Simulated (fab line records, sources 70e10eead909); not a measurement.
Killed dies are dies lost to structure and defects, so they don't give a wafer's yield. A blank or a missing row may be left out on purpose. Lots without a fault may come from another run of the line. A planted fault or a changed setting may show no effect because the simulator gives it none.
Chamber matching | flow nand_harc | NHARC_P_BONDPAD_DESCUM_11 on rie_diel-13: 4 sister chambers
The step chemistry O2, time 3 s. 20 wafers are shown with their chamber, then 10 later ones without.

WAFERS WITH THEIR CHAMBER
wafer  | chamber | showerhead_plenum_p_Torr (Torr) | drypump_motor_current_A (A) | rf_vpp_V (V)
L074.1 | 2       | 1.80                            | 5.9                         | 56.9
L074.3 | 0       | 1.92                            | 4.9                         | 58.2
L074.6 | 2       | 1.80                            | 5.9                         | 56.4
L078.2 | 1       | 2.03                            | 4.9                         | 58.4
L078.3 | 0       | 1.92                            | 4.9                         | 58.3
L078.5 | 1       | 2.03                            | 4.9                         | 58.7
L081.1 | 3       | 1.95                            | 6.1                         | 58.8
L081.2 | 1       | 2.04                            | 4.9                         | 56.3
L081.5 | 1       | 2.04                            | 4.9                         | 59.1
L084.2 | 1       | 2.03                            | 4.9                         | 57.8
L084.5 | 2       | 1.80                            | 5.9                         | 57.4
L084.6 | 3       | 1.95                            | 6.0                         | 59.0
L086.3 | 0       | 1.92                            | 4.9                         | 56.7
L086.5 | 1       | 2.03                            | 4.9                         | 59.1
L086.6 | 2       | 1.80                            | 5.9                         | 57.2
L091.1 | 1       | 2.03                            | 4.9                         | 58.9
L091.2 | 3       | 1.95                            | 6.0                         | 58.0
L091.5 | 3       | 1.95                            | 6.1                         | 57.7
L092.1 | 3       | 1.95                            | 6.1                         | 56.9
L092.3 | 1       | 2.03                            | 4.9                         | 58.4

SIGNATURES (means of the wafers above)
reading                  | chamber 0 | chamber 1 | chamber 2 | chamber 3 | scatter within a chamber
showerhead_plenum_p_Torr | 1.9200    | 2.0325    | 1.8000    | 1.9500    | 0.00306
drypump_motor_current_A  | 4.900     | 4.900     | 5.900     | 6.060     | 0.0274
rf_vpp_V                 | 57.733    | 58.337    | 56.975    | 58.080    | 0.834
Rule: a wafer's distance from a chamber is the root of the sum, over the readings, of the square of ((its reading less the chamber's mean) divided by the reading's scatter). The wafer belongs to the nearest chamber; if the next one is less than 2 further off, it can't be placed. The scatter: the root of (the sum of the squares of (reading less its chamber's mean) over the shown wafers, divided by (wafers less chambers)).

WAFERS WITHOUT THEIR CHAMBER
wafer  | showerhead_plenum_p_Torr (Torr) | drypump_motor_current_A (A) | rf_vpp_V (V)
L092.4 | 1.80                            | 5.9                         | 57.4
L093.1 | 1.92                            | 4.9                         | 58.9
L093.2 | 2.03                            | 4.9                         | 57.5
L093.6 | 1.80                            | 5.9                         | 56.7
L094.2 | 1.95                            | 6.1                         | 57.8
L094.3 | 2.03                            | 4.9                         | 59.0
L094.4 | 1.92                            | 4.9                         | 58.3
L097.1 | 1.95                            | 6.0                         | 57.1
L097.3 | 1.80                            | 5.9                         | 57.8
L097.5 | 1.92                            | 4.9                         | 58.6

WHICH CHAMBER EACH WENT THROUGH
wafer  | from the rows above | in truth
L092.4 | 2                   | 2
L093.1 | 0                   | 0
L093.2 | 1                   | 1
L093.6 | 2                   | 2
L094.2 | 3                   | 3
L094.3 | 1                   | 1
L094.4 | 0                   | 0
L097.1 | 3                   | 3
L097.3 | 2                   | 2
L097.5 | 0                   | 0
Placed correctly: 10 of 10. Can't be placed from these rows: 0. Placed wrongly: 0.
